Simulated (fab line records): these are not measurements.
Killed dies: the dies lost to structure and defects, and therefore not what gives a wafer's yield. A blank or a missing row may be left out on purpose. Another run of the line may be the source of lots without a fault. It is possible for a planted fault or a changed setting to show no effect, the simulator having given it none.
What tool caused it? + flow nand harc + 14 lots with 40 wafers sampled at 6 steps, on a route of 1159 steps

## WHAT THE GAUGES SHOWED, per wafer
NHARC_P_STI_OCD_MEAS_43. Usual: trench depth nm 301.7 nm, standard deviation 2.9; trench foot cd nm 157.8 nm, standard deviation 1.7.
| lot  | measured    | on     | trench depth nm (nm) | trench foot cd nm (nm) | flag |
|------|-------------|--------|----------------------|------------------------|------|
| L975 | day 2 13:58 | ocd-02 | 297.9 300.3 298.7    | 161.1 158.6 160.1      |      |
| L976 | day 2 17:45 | ocd-02 | 306.2 304.0 304.2    | 158.1 157.5 158.1      |      |
| L979 | day 3 12:43 | ocd-02 | 298.5 300.0 300.1    | 156.8 158.8 155.8      |      |
| L980 | day 3 18:12 | ocd-02 | 304.0 302.1 300.2    | 157.4 156.9 157.6      |      |
| L981 | day 4 00:46 | ocd-02 | 301.5 300.3 299.7    | 158.9 160.3 158.1      |      |
| L982 | day 4 06:14 | ocd-02 | 301.2 301.5 301.2    | 154.1 154.2 156.6      |      |
| L983 | day 4 12:55 | ocd-01 | 301.1 300.9 300.2    | 157.8 158.9 157.8      |      |
| L984 | day 4 20:52 | ocd-02 | 303.0 302.9 298.5    | 156.0 153.4 154.6      |      |
| L987 | day 5 12:16 | ocd-02 | 301.7 302.3 299.4    | 154.9 155.8 158.0      |      |
| L988 | day 5 18:29 | ocd-02 | 300.8 298.5          | 160.7 160.7            |      |
| L990 | day 6 07:02 | ocd-01 | 304.0 304.4 301.9    | 158.0 157.8 157.7      |      |
| L991 | day 6 16:37 | ocd-02 | 301.9 304.4          | 156.4 156.3            |      |
| L997 | day 8 01:19 | ocd-01 | 303.2 300.3 301.4    | 158.0 159.9 158.1      |      |
| L998 | day 8 06:56 | ocd-02 | 303.4 304.6 304.6    | 157.8 154.9 158.4      |      |

NHARC_P_GATE_CD_MEAS_26: the cd target is 120 nm. Usual: cd nm 120.1 nm, standard deviation 0.48.
| lot  | measured     | on        | cd nm (nm)        | flag |
|------|--------------|-----------|-------------------|------|
| L975 | day 4 16:26  | cd sem-01 | 120.3 120.2 120.4 |      |
| L976 | day 4 17:12  | cd sem-03 | 120.8 120.9 120.6 |      |
| L979 | day 5 15:02  | cd sem-01 | 119.9 119.5 120.3 |      |
| L980 | day 6 02:27  | cd sem-01 | 120.7 120.6 120.3 |      |
| L981 | day 6 01:58  | cd sem-02 | 120.4 120.3 120.2 |      |
| L982 | day 6 12:56  | cd sem-01 | 119.9 120.2 119.8 |      |
| L983 | day 6 12:47  | cd sem-02 | 120.2 120.5 119.7 |      |
| L984 | day 7 04:37  | cd sem-02 | 119.9 119.6 119.8 |      |
| L987 | day 8 03:53  | cd sem-03 | 119.7 120.1 120.3 |      |
| L988 | day 8 04:05  | cd sem-03 | 134.7 119.4       | OFF  |
| L990 | day 8 06:41  | cd sem-03 | 119.9 135.6 120.2 | OFF  |
| L991 | day 8 20:22  | cd sem-01 | 135.4 120.3       | OFF  |
| L997 | day 10 09:02 | cd sem-03 | 120.0 120.0 120.1 |      |
| L998 | day 10 19:29 | cd sem-03 | 120.3 119.0 119.9 |      |

NHARC_END_SORT_01. Usual: killed at array 26, standard deviation 8.6; killed at other 0.7, standard deviation 0.97; killed at periphery 3.2, standard deviation 2.2; killed dies 30, standard deviation 8.9; killed open 3.1, standard deviation 1.8; killed short 2.2, standard deviation 1.8.
| lot  | measured     | on        | killed at array | killed at other | killed at periphery | killed dies | killed open | killed short | flag |
|------|--------------|-----------|-----------------|-----------------|---------------------|-------------|-------------|--------------|------|
| L990 | day 23 12:30 | prober-01 | 29 25 20        | 0 0 1           | 4 39 6              | 33 64 27    | 7 3 5       | 0 1 1        | OFF  |
| L991 | day 23 07:05 | prober-01 | 45 52           | 4 2             | 26 3                | 75 57       | 4 4         | 3 2          | OFF  |

## TOOL THAT RAN EACH LOT (tool first, then ch and the chambers of the sampled wafers, then the start)
| lot  | NHARC_P_GATE_HM_DEP_102       | NHARC_P_GATE_DEP_103            | NHARC_P_GATE_PEB_24               |
|------|-------------------------------|---------------------------------|-----------------------------------|
| L975 | acl dep-03 ch 0, day 4 15:13  | pecvd-01 ch 0,1,2, day 4 15:53  | litho track-04 ch 0, day 4 16:22  |
| L976 | acl dep-03 ch 0, day 4 15:52  | pecvd-04 ch 0,1,2, day 4 16:33  | litho track-06 ch 0, day 4 17:07  |
| L979 | acl dep-02 ch 0, day 5 13:49  | pecvd-03 ch 0,1,2, day 5 14:31  | litho track-06 ch 0, day 5 14:58  |
| L980 | acl dep-03 ch 0, day 6 01:13  | pecvd-01 ch 0,1, day 6 01:48    | litho track-04 ch 0, day 6 02:22  |
| L981 | acl dep-02 ch 0, day 6 00:50  | pecvd-04 ch 0,2, day 6 01:20    | litho track-04 ch 0, day 6 01:53  |
| L982 | acl dep-01 ch 0, day 6 11:41  | pecvd-03 ch 0,1, day 6 12:15    | litho track-01 ch 0, day 6 12:51  |
| L983 | acl dep-03 ch 0, day 6 11:34  | pecvd-04 ch 0,1, day 6 12:13    | litho track-06 ch 0, day 6 12:42  |
| L984 | acl dep-02 ch 0, day 7 03:23  | pecvd-01 ch 0,1,2, day 7 04:04  | litho track-04 ch 0, day 7 04:32  |
| L987 | acl dep-01 ch 0, day 8 02:30  | pecvd-03 ch 0,1,2, day 8 03:12  | litho track-01 ch 0, day 8 03:48  |
| L988 | acl dep-03 ch 0, day 8 03:01  | pecvd-04 ch 1,2, day 8 03:27    | litho track-04 ch 0, day 8 04:00  |
| L990 | acl dep-03 ch 0, day 8 05:20  | pecvd-04 ch 0,1,2, day 8 06:10  | litho track-04 ch 0, day 8 06:37  |
| L991 | acl dep-02 ch 0, day 8 19:20  | pecvd-01 ch 1,2, day 8 19:46    | litho track-04 ch 0, day 8 20:17  |
| L997 | acl dep-03 ch 0, day 10 07:46 | pecvd-04 ch 0,1,2, day 10 08:22 | litho track-01 ch 0, day 10 08:58 |
| L998 | acl dep-02 ch 0, day 10 18:16 | pecvd-01 ch 0,1,2, day 10 18:56 | litho track-06 ch 0, day 10 19:25 |
- NHARC_P_GATE_HM_DEP_102: deposits aC, target thk 120 nm.
- NHARC_P_GATE_DEP_103: deposits SiON, target thk 30 nm.
- NHARC_P_GATE_PEB_24: peb time 65 s.

## AS READ BY THE TOOLS THEMSELVES (means over the sampled wafers that have a number; for cases with no such wafer, the mark the record gives instead)
NHARC_P_GATE_HM_DEP_102. Usual: throttle valve pct 34.999 %, standard deviation 0.0082.
| lot  | tool       | throttle valve pct (%) | flag |
|------|------------|------------------------|------|
| L975 | acl dep-03 | 34.991                 |      |
| L976 | acl dep-03 | 35.006                 |      |
| L979 | acl dep-02 | 34.993                 |      |
| L980 | acl dep-03 | 35.000                 |      |
| L981 | acl dep-02 | 34.993                 |      |
| L982 | acl dep-01 | 35.007                 |      |
| L983 | acl dep-03 | 34.997                 |      |
| L984 | acl dep-02 | 34.996                 |      |
| L987 | acl dep-01 | 34.993                 |      |
| L988 | acl dep-03 | 35.007                 |      |
| L990 | acl dep-03 | 34.997                 |      |
| L991 | acl dep-02 | 35.005                 |      |
| L997 | acl dep-03 | 35.001                 |      |
| L998 | acl dep-02 | 35.004                 |      |

NHARC_P_GATE_DEP_103. Usual: heater power w 754 W, standard deviation 99.
| lot  | tool     | heater power w (W) | flag |
|------|----------|--------------------|------|
| L975 | pecvd-01 | 738                |      |
| L976 | pecvd-04 | 855                |      |
| L979 | pecvd-03 | 705                |      |
| L980 | pecvd-01 | 788                |      |
| L981 | pecvd-04 | 747                |      |
| L982 | pecvd-03 | 651                |      |
| L983 | pecvd-04 | 878                |      |
| L984 | pecvd-01 | 738                |      |
| L987 | pecvd-03 | 650                |      |
| L988 | pecvd-04 | 827                |      |
| L990 | pecvd-04 | 824                |      |
| L991 | pecvd-01 | 748                |      |
| L997 | pecvd-04 | 852                |      |
| L998 | pecvd-01 | 734                |      |

NHARC_P_GATE_PEB_24. Usual: heater power total W 156.6 W, standard deviation 0.39; resist line temp C 23.02 C, standard deviation 0.091.
| lot  | tool           | heater power total W (W) | resist line temp C (C) | flag |
|------|----------------|--------------------------|------------------------|------|
| L975 | litho track-04 | 156.7                    | 23.06                  |      |
| L976 | litho track-06 | 156.5                    | 23.02                  |      |
| L979 | litho track-06 | 156.8                    | 23.05                  |      |
| L980 | litho track-04 | 156.2                    | 22.96                  |      |
| L981 | litho track-04 | 156.4                    | 23.05                  |      |
| L982 | litho track-01 | 156.5                    | 23.09                  |      |
| L983 | litho track-06 | 156.3                    | 23.12                  |      |
| L984 | litho track-04 | 156.4                    | 22.99                  |      |
| L987 | litho track-01 | 156.8                    | 23.04                  |      |
| L988 | litho track-04 | 175.1                    | 22.88                  | OFF  |
| L990 | litho track-04 | 169.7                    | 23.06                  | OFF  |
| L991 | litho track-04 | 175.8                    | 23.06                  | OFF  |
| L997 | litho track-01 | 156.8                    | 23.05                  |      |
| L998 | litho track-06 | 156.6                    | 22.97                  |      |

## THE ANSWER, worked out from the rows above alone
Rule: a lot is off if the mean of its wafers that have a number lies more than 3 standard deviations from the usual mean. A lot without any number at a reading at which 4 lots or more have one is off too. Any other lot the step has rows for is counted as sound. Order of review: gauges by route order, followed by the tools' own readings, for which a lot's mean as printed above is used. The first step at which some lot is off is used, and at that step the reading that is off furthest; a lot without a number counts as furthest.
Off at NHARC_P_GATE_CD_MEAS_26 (cd nm): L988, L990, L991.
A tool fits if, at a process step before that reading, it ran every lot that is off, and no sound lot after the first of them. The gauges at NHARC_P_GATE_CD_MEAS_26 aren't tried: what is off there is off at NHARC_P_GATE_PEB_24 too, on other tools, and a gauge's error can't cause that. One fits: litho track-04 at NHARC_P_GATE_PEB_24. A fault onset in the window from L984 (day 7 04:32, its last sound lot) to L988 (day 8 04:00, its first lot off) fits.
On the lots that are off, the tool's own readings at NHARC_P_GATE_PEB_24 differ by more than 5 times the standard deviation of the sound lots' means, which bears it out; heater power total W reads 173.5 W there versus 156.5 W on the sound lots.

## WHAT HAD BEEN PUT IN BY THE SIMULATOR
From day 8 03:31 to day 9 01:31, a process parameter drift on litho track-04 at NHARC_P_GATE_PEB_24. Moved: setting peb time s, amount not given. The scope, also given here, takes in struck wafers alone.
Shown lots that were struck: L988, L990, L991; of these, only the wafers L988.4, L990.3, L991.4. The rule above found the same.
